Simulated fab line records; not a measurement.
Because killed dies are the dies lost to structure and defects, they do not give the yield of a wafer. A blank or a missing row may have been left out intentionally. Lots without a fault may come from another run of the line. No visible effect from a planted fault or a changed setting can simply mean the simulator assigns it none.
What tool caused it? + flow nand-harc + Sampling: 23 lots, 69 wafers, 6 of 1159 route steps

WHAT EACH GAUGE READ, for each wafer
The record holds no reading of a measuring or inspecting step that can be judged against a usual standard deviation.

TOOL THAT RAN EACH LOT (tool first, then ch and the chambers of the sampled wafers, then the start)
| lot  | NHARC_A_STAIRCASE_ETCH_170                    | NHARC_A_STAIRCASE_ETCH_21                     | NHARC_A_STAIRCASE_ETCH_188                    | NHARC_A_STAIRCASE_TRIM_189                    | NHARC_A_STAIRCASE_ETCH_199                    | NHARC_A_STAIRCASE_TRIM_220         |
|------|-----------------------------------------------|-----------------------------------------------|-----------------------------------------------|-----------------------------------------------|-----------------------------------------------|------------------------------------|
| L074 | rie-diel-11 ch 0,1,2, day 11 03:59 or earlier | rie-diel-11 ch 0,1,2, day 11 03:59 or earlier | rie-diel-06 ch 2,3, day 11 03:59 or earlier   | rie-diel-06 ch 0,3, day 11 03:59 or earlier   | rie-diel-11 ch 0,1, day 11 03:59 or earlier   | rie-diel-01 ch 2,3, day 11 03:59   |
| L075 | rie-diel-01 ch 0,1,3, day 11 09:34 or earlier | rie-diel-01 ch 0,2,3, day 11 09:34 or earlier | rie-diel-11 ch 1,2, day 11 09:34 or earlier   | rie-diel-11 ch 0,2, day 11 09:34 or earlier   | rie-diel-01 ch 0,1,2, day 11 09:34 or earlier | rie-diel-11 ch 1,2,3, day 11 09:34 |
| L076 | rie-diel-01 ch 0,1,3, day 11 08:23 or earlier | rie-diel-11 ch 1,2,3, day 11 08:23 or earlier | rie-diel-11 ch 0,1,2, day 11 08:23 or earlier | rie-diel-11 ch 0,3, day 11 08:23 or earlier   | rie-diel-11 ch 1,2,3, day 11 08:23 or earlier | rie-diel-11 ch 0,2,3, day 11 08:23 |
| L078 | rie-diel-11 ch 0,1,3, day 11 15:44 or earlier | rie-diel-11 ch 0,1,3, day 11 15:44 or earlier | rie-diel-11 ch 0,1,2, day 11 15:44 or earlier | rie-diel-11 ch 1,2, day 11 15:44 or earlier   | rie-diel-11 ch 2,3, day 11 15:44 or earlier   | rie-diel-06 ch 0,1,2, day 11 15:44 |
| L077 | rie-diel-01 ch 0,3, day 11 15:55 or earlier   | rie-diel-01 ch 0,1,2, day 11 15:55 or earlier | rie-diel-06 ch 1,2, day 11 15:55 or earlier   | rie-diel-06 ch 0,1, day 11 15:55 or earlier   | rie-diel-06 ch 0,3, day 11 15:55 or earlier   | rie-diel-06 ch 1,2,3, day 11 15:55 |
| L079 | rie-diel-06 ch 0,1,2, day 12 12:49 or earlier | rie-diel-01 ch 1,3, day 12 12:49 or earlier   | rie-diel-01 ch 0,1,3, day 12 12:49 or earlier | rie-diel-01 ch 0,1, day 12 12:49 or earlier   | rie-diel-11 ch 0,3, day 12 12:49 or earlier   | rie-diel-11 ch 0,1,3, day 12 12:49 |
| L080 | rie-diel-06 ch 1,2,3, day 12 11:55 or earlier | rie-diel-11 ch 0,2, day 12 11:55 or earlier   | rie-diel-06 ch 0,3, day 12 11:55 or earlier   | rie-diel-06 ch 0,2,3, day 12 11:55 or earlier | rie-diel-11 ch 1,2,3, day 12 11:55 or earlier | rie-diel-11 ch 1,2,3, day 12 11:55 |
| L083 | rie-diel-11 ch 1,3, day 12 23:26 or earlier   | rie-diel-11 ch 0,1,2, day 12 23:26 or earlier | rie-diel-06 ch 1,2,3, day 12 23:26 or earlier | rie-diel-06 ch 0,2, day 12 23:26 or earlier   | rie-diel-06 ch 0,1, day 12 23:26 or earlier   | rie-diel-06 ch 0,1, day 12 23:26   |
| L082 | rie-diel-01 ch 0,3, day 13 00:59 or earlier   | rie-diel-06 ch 2,3, day 13 00:59 or earlier   | rie-diel-11 ch 1,3, day 13 00:59 or earlier   | rie-diel-11 ch 1,2,3, day 13 00:59 or earlier | rie-diel-01 ch 0,1,3, day 13 00:59 or earlier | rie-diel-11 ch 1,3, day 13 00:59   |
| L081 | rie-diel-01 ch 0,1, day 13 06:02 or earlier   | rie-diel-11 ch 1,2,3, day 13 06:02 or earlier | rie-diel-06 ch 1,3, day 13 06:02 or earlier   | rie-diel-06 ch 0,1,3, day 13 06:02 or earlier | rie-diel-11 ch 1,2, day 13 06:02 or earlier   | rie-diel-06 ch 2,3, day 13 06:02   |
| L084 | rie-diel-06 ch 0,1,2, day 13 20:23 or earlier | rie-diel-06 ch 0,3, day 13 20:23 or earlier   | rie-diel-06 ch 0,1,2, day 13 20:23 or earlier | rie-diel-06 ch 0,1,2, day 13 20:23 or earlier | rie-diel-06 ch 0,3, day 13 20:23 or earlier   | rie-diel-06 ch 1,2,3, day 13 20:23 |
| L085 | rie-diel-06 ch 1,2,3, day 13 20:53 or earlier | rie-diel-11 ch 1,2,3, day 13 20:53 or earlier | rie-diel-01 ch 0,1, day 13 20:53 or earlier   | rie-diel-01 ch 0,3, day 13 20:53 or earlier   | rie-diel-11 ch 0,1,3, day 13 20:53 or earlier | rie-diel-06 ch 0,2,3, day 13 20:53 |
| L086 | rie-diel-01 ch 0,1,3, day 14 08:44 or earlier | rie-diel-06 ch 0,1,3, day 14 08:44 or earlier | rie-diel-11 ch 0,3, day 14 08:44 or earlier   | rie-diel-11 ch 2,3, day 14 08:44 or earlier   | rie-diel-06 ch 1,2,3, day 14 08:44 or earlier | rie-diel-06 ch 1,2, day 14 08:44   |
| L087 | rie-diel-01 ch 0,1,2, day 14 08:23 or earlier | rie-diel-01 ch 1,2,3, day 14 08:23 or earlier | rie-diel-11 ch 0,1,3, day 14 08:23 or earlier | rie-diel-11 ch 0,1,2, day 14 08:23 or earlier | rie-diel-06 ch 0,1,2, day 14 08:23 or earlier | rie-diel-06 ch 1,2,3, day 14 08:23 |
| L088 | rie-diel-06 ch 1,2,3, day 14 23:01 or earlier | rie-diel-11 ch 0,1, day 14 23:01 or earlier   | rie-diel-11 ch 2,3, day 14 23:01 or earlier   | rie-diel-11 ch 2,3, day 14 23:01 or earlier   | rie-diel-06 ch 1,2,3, day 14 23:01 or earlier | rie-diel-01 ch 0,1,2, day 14 23:01 |
| L089 | rie-diel-11 ch 0,1,2, day 14 22:22 or earlier | rie-diel-06 ch 0,1,3, day 14 22:22 or earlier | rie-diel-06 ch 0,1,2, day 14 22:22 or earlier | rie-diel-06 ch 1,3, day 14 22:22 or earlier   | rie-diel-01 ch 2,3, day 14 22:22 or earlier   | rie-diel-11 ch 0,1,3, day 14 22:22 |
| L092 | rie-diel-01 ch 1,2,3, day 15 03:52 or earlier | rie-diel-11 ch 0,2,3, day 15 03:52 or earlier | rie-diel-11 ch 0,1,2, day 15 03:52 or earlier | rie-diel-11 ch 0,2,3, day 15 03:52 or earlier | rie-diel-06 ch 0,2,3, day 15 03:52 or earlier | rie-diel-06 ch 0,2,3, day 15 03:52 |
| L091 | rie-diel-01 ch 1,2, day 15 02:13 or earlier   | rie-diel-06 ch 0,1,3, day 15 02:13 or earlier | rie-diel-06 ch 0,2, day 15 02:13 or earlier   | rie-diel-06 ch 0,3, day 15 02:13 or earlier   | rie-diel-06 ch 0,1,3, day 15 02:13 or earlier | rie-diel-06 ch 0,1,3, day 15 02:13 |
| L093 | rie-diel-01 ch 0,1,2, day 15 11:44 or earlier | rie-diel-01 ch 1,2,3, day 15 11:44 or earlier | rie-diel-06 ch 0,1,3, day 15 11:44 or earlier | rie-diel-06 ch 0,2,3, day 15 11:44 or earlier | rie-diel-06 ch 0,1,3, day 15 11:44 or earlier | rie-diel-06 ch 1,2,3, day 15 11:44 |
| L094 | rie-diel-11 ch 1,3, day 16 01:53 or earlier   | rie-diel-01 ch 1,2,3, day 16 01:53 or earlier | rie-diel-01 ch 0,1,3, day 16 01:53 or earlier | rie-diel-01 ch 0,1,3, day 16 01:53 or earlier | rie-diel-01 ch 0,1,3, day 16 01:53 or earlier | rie-diel-06 ch 0,2, day 16 01:53   |
| L095 | rie-diel-06 ch 0,1,2, day 16 13:20 or earlier | rie-diel-11 ch 1,3, day 16 13:20 or earlier   | rie-diel-06 ch 0,2,3, day 16 13:20 or earlier | rie-diel-06 ch 1,3, day 16 13:20 or earlier   | rie-diel-06 ch 0,1,3, day 16 13:20 or earlier | rie-diel-01 ch 0,2,3, day 16 13:20 |
| L096 | rie-diel-11 ch 0,1,3, day 16 11:14 or earlier | rie-diel-01 ch 0,1,3, day 16 11:14 or earlier | rie-diel-06 ch 0,1,2, day 16 11:14 or earlier | rie-diel-06 ch 1,2,3, day 16 11:14 or earlier | rie-diel-01 ch 0,1,3, day 16 11:14 or earlier | rie-diel-01 ch 1,3, day 16 11:14   |
| L097 | rie-diel-06 ch 0,1,3, day 16 11:51 or earlier | rie-diel-01 ch 0,2,3, day 16 11:51 or earlier | rie-diel-06 ch 0,1,2, day 16 11:51 or earlier | rie-diel-06 ch 0,1,3, day 16 11:51 or earlier | rie-diel-06 ch 0,2,3, day 16 11:51 or earlier | rie-diel-06 ch 0,1,2, day 16 11:51 |
- NHARC_A_STAIRCASE_ETCH_170: etches the open film in C4F6/O2, target depth 200 nm, time 66.667 s.
- NHARC_A_STAIRCASE_ETCH_21: etches the open film in C4F8/O2, target depth 100 nm, time 40.5 s.
- NHARC_A_STAIRCASE_ETCH_188: etches the open film in C4F8/O2, target depth 100 nm, time 40.5 s.
- NHARC_A_STAIRCASE_TRIM_189: chemistry O2, time 211.2 s.
- NHARC_A_STAIRCASE_ETCH_199: etches the open film in C4F8/O2, target depth 100 nm, time 40.5 s.
- NHARC_A_STAIRCASE_TRIM_220: chemistry O2, time 211.2 s.

WHAT THE TOOLS THEMSELVES READ (means of the sampled wafers that have a number; where no wafer has one, the mark that the record gives instead)
NHARC_A_STAIRCASE_ETCH_170.
| lot  | tool        | drypump-motor-current-A (A) | o2-flow-sccm (sccm) | oes-product-au (a.u.) | rf-vpp-V (V) | showerhead-plenum-p-Torr (Torr) | throttle-valve-pct (%) |
|------|-------------|-----------------------------|---------------------|-----------------------|--------------|---------------------------------|------------------------|
| L074 | rie-diel-11 | 5.8                         | 19.99               | 0.980                 | 550          | 4.11                            | 26.899                 |
| L075 | rie-diel-01 | 6.1                         | 19.98               | 0.986                 | 546          | 3.89                            | 26.906                 |
| L076 | rie-diel-01 | 6.0                         | 20.07               | 0.965                 | 546          | 3.89                            | 26.905                 |
| L078 | rie-diel-11 | 5.9                         | 19.99               | 0.972                 | 548          | 3.95                            | 26.906                 |
| L077 | rie-diel-01 | 6.0                         | 19.99               | 0.969                 | 548          | 3.96                            | 26.910                 |
| L079 | rie-diel-06 | 5.7                         | 19.99               | 0.976                 | 547          | 3.95                            | 26.901                 |
| L080 | rie-diel-06 | 5.4                         | 20.03               | 0.974                 | 549          | 4.04                            | 26.908                 |
| L083 | rie-diel-11 | 6.2                         | 20.01               | 0.951                 | 546          | 3.90                            | 26.890                 |
| L082 | rie-diel-01 | 6.0                         | 19.98               | 0.975                 | 548          | 3.95                            | 26.907                 |
| L081 | rie-diel-01 | 6.1                         | 19.91               | 0.953                 | 545          | 3.80                            | 26.898                 |
| L084 | rie-diel-06 | 5.7                         | 20.00               | 0.975                 | 548          | 3.95                            | 26.908                 |
| L085 | rie-diel-06 | 5.3                         | 20.02               | 0.976                 | 549          | 4.04                            | 26.898                 |
| L086 | rie-diel-01 | 6.0                         | 19.94               | 0.968                 | 546          | 3.87                            | 26.909                 |
| L087 | rie-diel-01 | 6.0                         | 19.99               | 0.944                 | 545          | 3.83                            | 26.895                 |
| L088 | rie-diel-06 | 5.4                         | 19.99               | 0.959                 | 549          | 4.03                            | 26.899                 |
| L089 | rie-diel-11 | 5.8                         | 20.01               | 0.969                 | 550          | 4.09                            | 26.896                 |
| L092 | rie-diel-01 | 5.8                         | 19.97               | 0.975                 | 548          | 3.96                            | 26.907                 |
| L091 | rie-diel-01 | 5.8                         | 19.97               | 0.990                 | 547          | 3.93                            | 26.903                 |
| L093 | rie-diel-01 | 6.0                         | 20.04               | 0.983                 | 549          | 4.02                            | 26.906                 |
| L094 | rie-diel-11 | 6.0                         | 20.01               | 0.954                 | 544          | 3.80                            | 26.901                 |
| L095 | rie-diel-06 | 5.7                         | 20.05               | 0.979                 | 548          | 3.93                            | 26.903                 |
| L096 | rie-diel-11 | 5.9                         | 20.01               | 0.936                 | 546          | 3.92                            | 26.891                 |
| L097 | rie-diel-06 | 5.7                         | 20.02               | 0.941                 | 549          | 4.01                            | 26.902                 |

NHARC_A_STAIRCASE_ETCH_21.
| lot  | tool        | oes-product-au (a.u.) | rf-vpp-V (V) |
|------|-------------|-----------------------|--------------|
| L074 | rie-diel-11 | 0.940                 | 902          |
| L075 | rie-diel-01 | 0.948                 | 896          |
| L076 | rie-diel-11 | 0.948                 | 898          |
| L078 | rie-diel-11 | 0.935                 | 897          |
| L077 | rie-diel-01 | 0.954                 | 894          |
| L079 | rie-diel-01 | 0.920                 | 890          |
| L080 | rie-diel-11 | 0.975                 | 904          |
| L083 | rie-diel-11 | 0.960                 | 902          |
| L082 | rie-diel-06 | 0.971                 | 900          |
| L081 | rie-diel-11 | 0.953                 | 897          |
| L084 | rie-diel-06 | 0.949                 | 897          |
| L085 | rie-diel-11 | 0.941                 | 899          |
| L086 | rie-diel-06 | 0.936                 | 900          |
| L087 | rie-diel-01 | 0.936                 | 892          |
| L088 | rie-diel-11 | 0.961                 | 901          |
| L089 | rie-diel-06 | 0.933                 | 899          |
| L092 | rie-diel-11 | 0.932                 | 900          |
| L091 | rie-diel-06 | 0.945                 | 899          |
| L093 | rie-diel-01 | 0.957                 | 897          |
| L094 | rie-diel-01 | 0.964                 | 897          |
| L095 | rie-diel-11 | 0.929                 | 892          |
| L096 | rie-diel-01 | 0.980                 | 900          |
| L097 | rie-diel-01 | 0.958                 | 895          |

NHARC_A_STAIRCASE_ETCH_188.
| lot  | tool        | oes-product-au (a.u.) | rf-vpp-V (V) |
|------|-------------|-----------------------|--------------|
| L074 | rie-diel-06 | 0.926                 | 897          |
| L075 | rie-diel-11 | 0.927                 | 903          |
| L076 | rie-diel-11 | 0.948                 | 902          |
| L078 | rie-diel-11 | 0.946                 | 902          |
| L077 | rie-diel-06 | 0.952                 | 897          |
| L079 | rie-diel-01 | 0.932                 | 895          |
| L080 | rie-diel-06 | 0.940                 | 895          |
| L083 | rie-diel-06 | 0.954                 | 900          |
| L082 | rie-diel-11 | 0.931                 | 896          |
| L081 | rie-diel-06 | 0.943                 | 902          |
| L084 | rie-diel-06 | 0.933                 | 897          |
| L085 | rie-diel-01 | 0.947                 | 896          |
| L086 | rie-diel-11 | 0.934                 | 894          |
| L087 | rie-diel-11 | 0.935                 | 896          |
| L088 | rie-diel-11 | 0.921                 | 894          |
| L089 | rie-diel-06 | 0.930                 | 896          |
| L092 | rie-diel-11 | 0.931                 | 902          |
| L091 | rie-diel-06 | 0.953                 | 893          |
| L093 | rie-diel-06 | 0.942                 | 898          |
| L094 | rie-diel-01 | 0.926                 | 900          |
| L095 | rie-diel-06 | 0.936                 | 896          |
| L096 | rie-diel-06 | 0.921                 | 895          |
| L097 | rie-diel-06 | 0.936                 | 896          |

NHARC_A_STAIRCASE_TRIM_189.
| lot  | tool        | drypump-motor-current-A (A) | o2-flow-sccm (sccm) | oes-product-au (a.u.) | rf-vpp-V (V) | showerhead-plenum-p-Torr (Torr) | throttle-valve-pct (%) |
|------|-------------|-----------------------------|---------------------|-----------------------|--------------|---------------------------------|------------------------|
| L074 | rie-diel-06 | 6.0                         | 500.7               | 0.988                 | 57.9         | 3.55                            | 17.033                 |
| L075 | rie-diel-11 | 5.5                         | 499.7               | 1.007                 | 58.8         | 3.73                            | 17.041                 |
| L076 | rie-diel-11 | 5.6                         | 500.5               | 0.997                 | 58.1         | 3.47                            | 17.038                 |
| L078 | rie-diel-11 | 5.8                         | 499.4               | 1.002                 | 58.2         | 3.73                            | 17.044                 |
| L077 | rie-diel-06 | 5.7                         | 499.9               | 0.996                 | 58.2         | 3.64                            | 17.036                 |
| L079 | rie-diel-01 | 6.1                         | 499.6               | 0.994                 | 58.0         | 3.42                            | 17.037                 |
| L080 | rie-diel-06 | 5.7                         | 499.6               | 1.003                 | 57.8         | 3.55                            | 17.034                 |
| L083 | rie-diel-06 | 5.9                         | 500.5               | 0.997                 | 57.4         | 3.47                            | 17.032                 |
| L082 | rie-diel-11 | 5.9                         | 499.1               | 0.997                 | 57.4         | 3.58                            | 17.048                 |
| L081 | rie-diel-06 | 5.7                         | 499.4               | 0.997                 | 58.1         | 3.62                            | 17.041                 |
| L084 | rie-diel-06 | 5.7                         | 499.2               | 0.995                 | 58.3         | 3.55                            | 17.046                 |
| L085 | rie-diel-01 | 6.0                         | 500.8               | 1.007                 | 57.7         | 3.54                            | 17.036                 |
| L086 | rie-diel-11 | 5.7                         | 498.0               | 0.996                 | 57.9         | 3.49                            | 17.039                 |
| L087 | rie-diel-11 | 5.8                         | 500.3               | 0.996                 | 58.9         | 3.68                            | 17.020                 |
| L088 | rie-diel-11 | 5.6                         | 500.1               | 0.998                 | 58.8         | 3.63                            | 17.038                 |
| L089 | rie-diel-06 | 5.4                         | 500.9               | 0.994                 | 57.8         | 3.69                            | 17.041                 |
| L092 | rie-diel-11 | 5.5                         | 500.5               | 1.001                 | 58.6         | 3.60                            | 17.046                 |
| L091 | rie-diel-06 | 6.0                         | 500.7               | 1.000                 | 58.5         | 3.53                            | 17.038                 |
| L093 | rie-diel-06 | 5.7                         | 499.7               | 0.993                 | 56.9         | 3.53                            | 17.030                 |
| L094 | rie-diel-01 | 6.0                         | 498.8               | 1.000                 | 58.3         | 3.64                            | 17.040                 |
| L095 | rie-diel-06 | 5.4                         | 500.9               | 0.996                 | 57.9         | 3.69                            | 17.043                 |
| L096 | rie-diel-06 | 5.4                         | 501.7               | 0.996                 | 58.2         | 3.61                            | 17.036                 |
| L097 | rie-diel-06 | 5.7                         | 499.4               | 0.992                 | 57.7         | 3.60                            | 17.040                 |

NHARC_A_STAIRCASE_ETCH_199.
| lot  | tool        | oes-product-au (a.u.) | rf-vpp-V (V) |
|------|-------------|-----------------------|--------------|
| L074 | rie-diel-11 | 0.939                 | 900          |
| L075 | rie-diel-01 | 0.938                 | 892          |
| L076 | rie-diel-11 | 0.944                 | 899          |
| L078 | rie-diel-11 | 0.941                 | 900          |
| L077 | rie-diel-06 | 0.952                 | 899          |
| L079 | rie-diel-11 | 0.950                 | 893          |
| L080 | rie-diel-11 | 0.939                 | 898          |
| L083 | rie-diel-06 | 0.937                 | 901          |
| L082 | rie-diel-01 | 0.940                 | 894          |
| L081 | rie-diel-11 | 0.950                 | 900          |
| L084 | rie-diel-06 | 0.921                 | 896          |
| L085 | rie-diel-11 | 0.948                 | 896          |
| L086 | rie-diel-06 | 0.934                 | 900          |
| L087 | rie-diel-06 | 0.941                 | 897          |
| L088 | rie-diel-06 | 0.952                 | 900          |
| L089 | rie-diel-01 | 0.940                 | 892          |
| L092 | rie-diel-06 | 0.949                 | 896          |
| L091 | rie-diel-06 | 0.942                 | 899          |
| L093 | rie-diel-06 | 0.942                 | 900          |
| L094 | rie-diel-01 | 0.945                 | 900          |
| L095 | rie-diel-06 | 0.946                 | 899          |
| L096 | rie-diel-01 | 0.948                 | 899          |
| L097 | rie-diel-06 | 0.932                 | 895          |

NHARC_A_STAIRCASE_TRIM_220.
| lot  | tool        | drypump-motor-current-A (A) | o2-flow-sccm (sccm) | oes-product-au (a.u.) | rf-vpp-V (V) | showerhead-plenum-p-Torr (Torr) | throttle-valve-pct (%) |
|------|-------------|-----------------------------|---------------------|-----------------------|--------------|---------------------------------|------------------------|
| L074 | rie-diel-01 | 5.8                         | 500.0               | 1.006                 | 58.0         | 3.47                            | 17.031                 |
| L075 | rie-diel-11 | 5.9                         | 500.4               | 1.002                 | 57.5         | 3.59                            | 17.041                 |
| L076 | rie-diel-11 | 5.6                         | 500.2               | 1.000                 | 57.1         | 3.62                            | 17.032                 |
| L078 | rie-diel-06 | 5.7                         | 500.2               | 0.997                 | 58.1         | 3.56                            | 17.038                 |
| L077 | rie-diel-06 | 5.4                         | 498.9               | 1.001                 | 58.2         | 3.64                            | 17.037                 |
| L079 | rie-diel-11 | 5.9                         | 499.7               | 0.999                 | 58.3         | 3.54                            | 17.036                 |
| L080 | rie-diel-11 | 5.9                         | 500.2               | 0.992                 | 58.9         | 3.58                            | 17.035                 |
| L083 | rie-diel-06 | 6.0                         | 499.8               | 1.006                 | 58.0         | 3.55                            | 17.045                 |
| L082 | rie-diel-11 | 6.0                         | 500.9               | 1.002                 | 58.9         | 3.43                            | 17.038                 |
| L081 | rie-diel-06 | 5.3                         | 500.2               | 1.006                 | 58.2         | 3.56                            | 17.034                 |
| L084 | rie-diel-06 | 5.4                         | 501.0               | 1.001                 | 58.8         | 3.63                            | 17.034                 |
| L085 | rie-diel-06 | 5.7                         | 500.0               | 1.002                 | 57.8         | 3.54                            | 17.031                 |
| L086 | rie-diel-06 | 5.4                         | 499.8               | 0.997                 | 57.7         | 3.63                            | 17.041                 |
| L087 | rie-diel-06 | 5.3                         | 499.8               | 1.003                 | 58.3         | 3.62                            | 17.034                 |
| L088 | rie-diel-01 | 6.0                         | 498.8               | 1.000                 | 58.5         | 3.62                            | 17.041                 |
| L089 | rie-diel-11 | 5.9                         | 498.9               | 0.988                 | 58.1         | 3.53                            | 17.043                 |
| L092 | rie-diel-06 | 5.7                         | 499.8               | 0.992                 | 57.6         | 3.53                            | 17.025                 |
| L091 | rie-diel-06 | 5.7                         | 499.6               | 0.997                 | 57.8         | 3.61                            | 17.041                 |
| L093 | rie-diel-06 | 5.4                         | 500.5               | 1.003                 | 57.4         | 3.62                            | 17.040                 |
| L094 | rie-diel-06 | 6.0                         | 499.9               | 1.001                 | 58.3         | 3.45                            | 17.037                 |
| L095 | rie-diel-01 | 6.0                         | 499.5               | 0.998                 | 57.6         | 3.50                            | 17.026                 |
| L096 | rie-diel-01 | 5.9                         | 502.1               | 1.001                 | 57.8         | 3.69                            | 17.033                 |
| L097 | rie-diel-06 | 5.7                         | 500.7               | 1.001                 | 57.7         | 3.54                            | 17.040                 |

THE ANSWER, worked out from the rows above alone
Rule: what is usual is taken from the lots themselves. The widest of any qualifying gaps counts: lots, ordered by their means at a reading, are off when they make up no more than a third of the lots, leave a main group of 4 or more, and stand apart from it by 3 or more times the standard deviation of that group's means. If all means in a main group match to the digits the tables above print for the reading, that group is not used. Also off: a lot with no number at a reading for which 4 or more lots have one. Any other lot the step has rows for is counted as sound. Order of review: gauges by route order, followed by the tools' own readings, for which a lot's mean as printed above is used. The first step at which some lot is off is used, and at that step the reading that is off furthest; a lot without a number counts as furthest.
No lot is off on any of the readings shown, so nothing can be concluded from this.

WHAT THE SIMULATOR HAD INSERTED
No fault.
